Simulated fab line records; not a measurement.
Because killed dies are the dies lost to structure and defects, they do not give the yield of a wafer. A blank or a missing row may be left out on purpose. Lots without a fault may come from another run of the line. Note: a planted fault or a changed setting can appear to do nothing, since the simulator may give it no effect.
Which tool did it? -- flow nand-harc -- 24 lots, 72 wafers sampled, at 6 steps of a route of 1302

## WHAT THE GAUGES READ, wafer by wafer
NHARC_A_SGD_CUT_OVL_MEAS_10. Usual: overlay-x-nm -0.1 nm, standard deviation 0.7; overlay-y-nm -0.1 nm, standard deviation 0.99.
lot,measured,on,overlay-x-nm (nm),overlay-y-nm (nm),flag
L075,day 19 17:02,overlay-01,0.6 0.6 0.7,-0.6 -0.7 -0.2,
L076,day 20 01:08,overlay-02,-2.2 -2.1 -1.4,-0.4 -0.4 -0.4,
L074,day 20 01:17,overlay-01,0.0 0.0 -0.3,-0.5 -0.7 -0.5,
L077,day 20 03:49,overlay-02,-1.1 -1.0 -1.5,-0.7 -0.7 -1.0,
L078,day 20 04:08,overlay-01,-0.4 -0.5 -0.6,0.1 0.3 0.0,
L080,day 20 17:53,overlay-02,-0.2 0.6 -0.2,1.6 1.3 1.7,
L079,day 21 05:13,overlay-02,-0.7 -0.9 -0.4,0.5 -0.1 -0.1,
L084,day 22 21:07,overlay-02,-0.1 0.5 -0.3,-0.2 -0.9 -0.7,
L082,day 22 21:21,overlay-01,0.3 0.9 1.0,1.4 1.2 1.0,
L083,day 23 01:56,overlay-01,-0.2 0.8 -0.4,-0.3 -0.4 -0.5,
L081,day 23 02:24,overlay-01,0.4 0.6 -0.2,2.2 1.8 1.9,
L086,day 23 17:23,overlay-01,0.4 0.5 -0.2,0.9 1.0 0.9,
L085,day 23 17:37,overlay-02,0.0 0.5 -0.2,-0.6 -0.8 -0.2,
L088,day 24 16:24,overlay-01,0.3 0.0 0.0,-1.8 -1.1 -1.3,
L089,day 24 23:22,overlay-01,-0.2 0.4 0.6,0.6 0.4 0.7,
L087,day 24 23:40,overlay-02,0.6 1.0 1.1,-0.2 -0.1 -0.5,
L091,day 25 19:50,overlay-01,0.4 0.1 0.8,-0.7 -1.5 -1.3,
L090,day 25 19:59,overlay-02,0.7 0.3 0.0,0.7 0.2 -0.2,
L092,day 25 20:09,overlay-01,0.8 0.7 0.5,0.1 0.9 0.5,
L094,day 26 18:41,overlay-01,-1.3 -1.2 -2.0,-0.4 -1.0 -1.0,
L093,day 26 18:32,overlay-02,-0.5 -0.3 0.0,-0.2 -0.9 -0.7,
L096,day 28 04:39,overlay-01,-0.7 -1.2 -1.2,0.6 0.3 0.4,
L097,day 28 04:49,overlay-01,0.1 0.3 0.0,0.7 -0.1 0.9,
L095,day 29 01:37,overlay-02,-0.1 -0.3 -0.7,-1.5 -1.4 -1.8,

NHARC_A_WL_FILL_INSPECT_15. Usual: raw-defect-count at 492, with a standard deviation of 120.
lot,measured,on,raw-defect-count,flag
L075,day 21 17:32,defect-inspect-02,351 418 339,
L076,day 21 17:29,defect-inspect-01,648 572 488,
L074,day 21 22:25,defect-inspect-01,645 550 692,
L077,day 22 04:14,defect-inspect-01,413 503 430,
L078,day 22 04:14,defect-inspect-02,311 399 355,
L080,day 22 14:25,defect-inspect-02,316 270 302,
L079,day 23 01:25,defect-inspect-02,459 469 587,
L084,day 24 16:20,defect-inspect-02,344 362 445,
L082,day 24 19:37,defect-inspect-01,585 494 591,
L083,day 25 00:35,defect-inspect-01,533 681 609,
L081,day 25 00:34,defect-inspect-02,526 504 676,
L086,day 25 17:20,defect-inspect-01,413 565 437,
L085,day 25 14:31,defect-inspect-02,599 508 487,
L088,day 26 15:22,defect-inspect-02,598 374 549,
L089,day 26 22:47,defect-inspect-01,617 420 532,
L087,day 27 04:07,defect-inspect-01,358 426 481,
L091,day 27 16:23,defect-inspect-02,400 374 416,
L090,day 27 20:14,defect-inspect-02,494 525 586,
L092,day 28 00:48,defect-inspect-01,597 419 499,
L094,day 28 13:47,defect-inspect-02,412 302 571,
L093,day 28 13:49,defect-inspect-01,375 431 403,
L096,day 30 08:26,defect-inspect-01,503 633 605,
L097,day 30 04:01,defect-inspect-01,562 703 446,
L095,day 30 22:25,defect-inspect-02,544 500 583,

## WHAT TOOL EACH LOT RAN ON (gives the tool, then ch and the chambers of the sampled wafers, and finally the start)
lot,NHARC_A_STAIRCASE_ETCHBACK_157,NHARC_A_WL_FILL_STRIP_27,NHARC_A_WL_FILL_ETCHBACK_16,NHARC_A_WL_FILL_ALD_19
L075,"rie-diel-08 ch 0,1,2, day 19 15:18","plasma-asher-01 ch 0, day 20 23:47","rie-diel-02 ch 1,2,3, day 21 16:37 or earlier","ald-metal-02 ch 0,3, day 21 16:37"
L076,"rie-diel-11 ch 1,2,3, day 19 23:13","plasma-asher-01 ch 0,1, day 21 03:54","rie-diel-13 ch 0,1,2, day 21 16:37 or earlier","ald-metal-03 ch 1,2,3, day 21 16:37"
L074,"rie-diel-01 ch 0,2, day 19 23:26","plasma-asher-02 ch 0,1, day 21 04:02","rie-diel-13 ch 1,2, day 21 21:34 or earlier","ald-metal-02 ch 0,1, day 21 21:34"
L077,"rie-diel-11 ch 1,2, day 20 01:59","plasma-asher-01 ch 0,1, day 21 12:25","rie-diel-13 ch 0,2, day 22 03:25 or earlier","ald-metal-04 ch 1,2, day 22 03:25"
L078,"rie-diel-01 ch 0,3, day 20 02:05","plasma-asher-02 ch 0,1, day 21 12:04","rie-diel-02 ch 0,1,2, day 22 03:22 or earlier","ald-metal-03 ch 0,1,3, day 22 03:22"
L080,"rie-diel-08 ch 0,2,3, day 20 16:14","plasma-asher-02 ch 0,1, day 21 21:50","rie-diel-13 ch 0,1,3, day 22 13:34 or earlier","ald-metal-04 ch 0,2,3, day 22 13:34"
L079,"rie-diel-01 ch 0,1,3, day 21 03:29","plasma-asher-02 ch 0,1, day 22 09:20","rie-diel-02 ch 0,1,3, day 23 00:34 or earlier","ald-metal-04 ch 2,3, day 23 00:34"
L084,"rie-diel-01 ch 0,3, day 22 19:20","plasma-asher-02 ch 0,1, day 23 23:53","rie-diel-09 ch 2,3, day 24 15:28 or earlier","ald-metal-04 ch 0,3, day 24 15:28"
L082,"rie-diel-01 ch 0,1,2, day 22 19:38","plasma-asher-01 ch 0,1, day 23 23:59","rie-diel-09 ch 0,2,3, day 24 18:45 or earlier","ald-metal-02 ch 2,3, day 24 18:45"
L083,"rie-diel-01 ch 0,1,3, day 23 00:17","plasma-asher-01 ch 0,1, day 24 05:30","rie-diel-09 ch 0,1,3, day 24 23:43 or earlier","ald-metal-04 ch 0,1,2, day 24 23:43"
L081,"rie-diel-01 ch 0,1,3, day 23 00:38","plasma-asher-01 ch 0,1, day 24 08:18","rie-diel-13 ch 0,2,3, day 24 23:43 or earlier","ald-metal-02 ch 0,1,2, day 24 23:43"
L086,"rie-diel-01 ch 0,1,3, day 23 15:38","plasma-asher-01 ch 0,1, day 24 21:41","rie-diel-13 ch 0,3, day 25 16:29 or earlier","ald-metal-02 ch 0,3, day 25 16:29"
L085,"rie-diel-08 ch 0,2,3, day 23 15:41","plasma-asher-02 ch 0,1, day 24 21:43","rie-diel-02 ch 0,1,3, day 25 13:40 or earlier","ald-metal-03 ch 0,1,3, day 25 13:40"
L088,"rie-diel-08 ch 1,3, day 24 14:46","plasma-asher-01 ch 0,1, day 25 22:44","rie-diel-13 ch 0,2,3, day 26 14:30 or earlier","ald-metal-03 ch 0,1,2, day 26 14:30"
L089,"rie-diel-01 ch 0,1,2, day 24 21:44","plasma-asher-01 ch 0,1, day 26 06:40","rie-diel-02 ch 0,3, day 26 21:59 or earlier","ald-metal-02 ch 1,2,3, day 26 21:59"
L087,"rie-diel-08 ch 0,2,3, day 24 21:55","plasma-asher-01 ch 0,1, day 26 11:29","rie-diel-09 ch 0,3, day 27 03:08 or earlier","ald-metal-04 ch 2,3, day 27 03:08"
L091,"rie-diel-11 ch 0,1,2, day 25 18:01","plasma-asher-02 ch 0,1, day 27 00:09","rie-diel-13 ch 0,1,3, day 27 15:20 or earlier","ald-metal-03 ch 0,1,2, day 27 15:20"
L090,"rie-diel-11 ch 0,2, day 25 18:08","plasma-asher-01 ch 0,1, day 27 03:47","rie-diel-02 ch 0,1,3, day 27 19:24 or earlier","ald-metal-04 ch 0,1, day 27 19:24"
L092,"rie-diel-01 ch 0,1,2, day 25 18:20","plasma-asher-02 ch 0,1, day 27 08:12","rie-diel-09 ch 1,2,3, day 27 23:58 or earlier","ald-metal-04 ch 0,2, day 27 23:58"
L094,"rie-diel-08 ch 1,2,3, day 26 16:32","plasma-asher-01 ch 0,1, day 27 20:53","rie-diel-09 ch 1,2,3, day 28 12:57 or earlier","ald-metal-03 ch 0,2,3, day 28 12:57"
L093,"rie-diel-08 ch 0,1,2, day 26 16:39","plasma-asher-02 ch 0,1, day 27 21:10","rie-diel-02 ch 0,1,2, day 28 12:56 or earlier","ald-metal-02 ch 0,2,3, day 28 12:56"
L096,"rie-diel-11 ch 0,3, day 28 02:53","plasma-asher-02 ch 0,1, day 29 15:46","rie-diel-02 ch 0,2, day 30 07:34 or earlier","ald-metal-03 ch 0,3, day 30 07:34"
L097,"rie-diel-01 ch 0,1,2, day 28 03:02","plasma-asher-02 ch 0,1, day 29 11:20","rie-diel-09 ch 1,2,3, day 30 03:08 or earlier","ald-metal-03 ch 2,3, day 30 03:08"
L095,"rie-diel-08 ch 1,2, day 28 23:50","plasma-asher-02 ch 0,1, day 30 04:56","rie-diel-13 ch 0,3, day 30 21:34 or earlier","ald-metal-02 ch 1,3, day 30 21:34"
- NHARC_A_STAIRCASE_ETCHBACK_157: etches the open film in CH3F/O2, target depth 90 nm, time 167.14 s.
- NHARC_A_WL_FILL_STRIP_27: strips in N2/H2, time 20 s.
- NHARC_A_WL_FILL_ETCHBACK_16: etches the open film in C4F8/O2/Ar, target depth 120 nm, time 24 s.
- NHARC_A_WL_FILL_ALD_19: deposits TiN, target thk 2 nm, pulse time 3 s, ald cycles 100.

## WHAT THE TOOLS THEMSELVES READ (means of the sampled wafers that have a number; where no wafer has one, the mark that the record gives instead)
NHARC_A_STAIRCASE_ETCHBACK_157. Usual: bias-w 99.98 W, standard deviation 0.3; drypump-motor-current-A 5.7 A, standard deviation 0.36; oes-product-au 0.97 a.u., standard deviation 0.031; rf-vpp-V 244.5 V, standard deviation 1.6; showerhead-plenum-p-Torr 2.46 Torr, standard deviation 0.1; throttle-valve-pct 20.662 %, standard deviation 0.009.
lot,tool,bias-w (W),drypump-motor-current-A (A),oes-product-au (a.u.),rf-vpp-V (V),showerhead-plenum-p-Torr (Torr),throttle-valve-pct (%),flag
L075,rie-diel-08,99.78,5.5,0.98,244.7,2.48,20.653,
L076,rie-diel-11,99.87,5.2,1.00,244.9,2.51,20.654,
L074,rie-diel-01,99.88,5.7,0.96,245.9,2.53,20.666,
L077,rie-diel-11,100.04,5.3,1.01,243.8,2.49,20.655,
L078,rie-diel-01,99.93,5.6,0.91,244.6,2.46,20.664,
L080,rie-diel-08,99.99,5.6,1.00,245.1,2.44,20.662,
L079,rie-diel-01,100.30,5.7,0.95,245.2,2.50,20.668,
L084,rie-diel-01,100.02,5.5,0.99,245.9,2.55,20.661,
L082,rie-diel-01,99.34,5.8,0.98,244.4,2.46,20.661,
L083,rie-diel-01,100.05,5.7,0.95,244.4,2.49,20.666,
L081,rie-diel-01,100.12,5.7,0.96,244.2,2.49,20.658,
L086,rie-diel-01,100.02,5.7,0.92,244.6,2.49,20.660,
L085,rie-diel-08,100.20,5.6,0.95,243.7,2.43,20.648,
L088,rie-diel-08,99.88,5.7,1.01,244.5,2.44,20.664,
L089,rie-diel-01,99.77,5.8,1.00,246.8,2.59,20.664,
L087,rie-diel-08,99.80,5.6,1.01,243.9,2.42,20.660,
L091,rie-diel-11,100.20,5.7,0.93,244.3,2.46,20.659,
L090,rie-diel-11,99.83,6.2,0.98,244.8,2.48,20.668,
L092,rie-diel-01,99.82,5.8,0.93,246.4,2.59,20.660,
L094,rie-diel-08,99.99,5.7,1.00,243.9,2.43,20.669,
L093,rie-diel-08,100.00,5.5,0.97,244.6,2.46,20.659,
L096,rie-diel-11,100.07,5.7,1.01,245.8,2.52,20.659,
L097,rie-diel-01,100.06,5.8,1.00,246.3,2.58,20.655,
L095,rie-diel-08,100.12,5.6,0.93,243.9,2.42,20.667,

NHARC_A_WL_FILL_STRIP_27. Usual: drypump-motor-current-A 5.5 A, standard deviation 0.52; heater-power-w 340 W, standard deviation 31.
lot,tool,drypump-motor-current-A (A),heater-power-w (W),flag
L075,plasma-asher-01,5.8,318,
L076,plasma-asher-01,5.1,356,
L074,plasma-asher-02,5.7,322,
L077,plasma-asher-01,5.4,337,
L078,plasma-asher-02,5.7,314,
L080,plasma-asher-02,5.9,319,
L079,plasma-asher-02,5.7,314,
L084,plasma-asher-02,5.7,315,
L082,plasma-asher-01,5.1,367,
L083,plasma-asher-01,5.4,349,
L081,plasma-asher-01,5.4,354,
L086,plasma-asher-01,5.4,355,
L085,plasma-asher-02,5.7,321,
L088,plasma-asher-01,5.4,345,
L089,plasma-asher-01,5.1,375,
L087,plasma-asher-01,5.4,352,
L091,plasma-asher-02,5.7,319,
L090,plasma-asher-01,5.1,372,
L092,plasma-asher-02,5.9,334,
L094,plasma-asher-01,5.4,353,
L093,plasma-asher-02,5.9,328,
L096,plasma-asher-02,5.7,321,
L097,plasma-asher-02,5.7,322,
L095,plasma-asher-02,5.7,321,

NHARC_A_WL_FILL_ETCHBACK_16. Usual: bias-w 799.5 W, standard deviation 2.8; oes-product-au 0.98 a.u., standard deviation 0.033; rf-vpp-V 725 V, standard deviation 4.3.
lot,tool,bias-w (W),oes-product-au (a.u.),rf-vpp-V (V),flag
L075,rie-diel-02,799.1,0.99,726,
L076,rie-diel-13,800.2,1.00,727,
L074,rie-diel-13,800.6,0.99,729,
L077,rie-diel-13,796.8,0.94,728,
L078,rie-diel-02,798.6,0.93,727,
L080,rie-diel-13,800.4,1.01,723,
L079,rie-diel-02,795.7,1.01,725,
L084,rie-diel-09,797.5,0.91,722,
L082,rie-diel-09,796.8,0.95,725,
L083,rie-diel-09,802.1,0.99,726,
L081,rie-diel-13,802.8,1.00,724,
L086,rie-diel-13,801.2,1.00,720,
L085,rie-diel-02,799.2,1.00,726,
L088,rie-diel-13,799.4,0.99,724,
L089,rie-diel-02,801.9,1.01,724,
L087,rie-diel-09,800.9,0.99,726,
L091,rie-diel-13,796.5,0.95,724,
L090,rie-diel-02,798.3,0.96,726,
L092,rie-diel-09,801.5,0.99,723,
L094,rie-diel-09,798.5,0.92,723,
L093,rie-diel-02,798.0,0.92,727,
L096,rie-diel-02,800.3,1.00,726,
L097,rie-diel-09,799.6,0.99,723,
L095,rie-diel-13,799.4,1.01,724,

NHARC_A_WL_FILL_ALD_19. Usual: heater-power-w 1101 W, standard deviation 110; precursor-pulse-height-rel 1.000, standard deviation 0.021.
lot,tool,heater-power-w (W),precursor-pulse-height-rel,flag
L075,ald-metal-02,1012,0.985,
L076,ald-metal-03,1059,1.006,
L074,ald-metal-02,1125,1.006,
L077,ald-metal-04,990,1.010,
L078,ald-metal-03,1071,0.996,
L080,ald-metal-04,1166,0.999,
L079,ald-metal-04,1145,0.995,
L084,ald-metal-04,1231,1.015,
L082,ald-metal-02,1160,0.992,
L083,ald-metal-04,1099,0.989,
L081,ald-metal-02,1166,0.987,
L086,ald-metal-02,1029,0.997,
L085,ald-metal-03,1073,1.014,
L088,ald-metal-03,1059,0.994,
L089,ald-metal-02,1126,0.993,
L087,ald-metal-04,1180,1.006,
L091,ald-metal-03,1065,0.975,
L090,ald-metal-04,1124,0.999,
L092,ald-metal-04,1144,1.007,
L094,ald-metal-03,1139,1.000,
L093,ald-metal-02,1072,1.003,
L096,ald-metal-03,1152,1.011,
L097,ald-metal-03,1133,0.993,
L095,ald-metal-02,1095,1.006,

## THE ANSWER, worked out from the rows above alone
Rule: a lot is off if the mean of its wafers that have a number lies more than 3 standard deviations from the usual mean. Also off: a lot with no number at a reading for which 4 or more lots have one. Any other lot the step has rows for is counted as sound. First the gauges in route order, then the tools' own readings, where a lot's mean is used as printed above. At the first step where some lot is off, the reading lying furthest off is the one used; lots without a number count as furthest.
None of the lots is off at any reading shown; this tells nothing.

## WHAT THE SIMULATOR PUT IN
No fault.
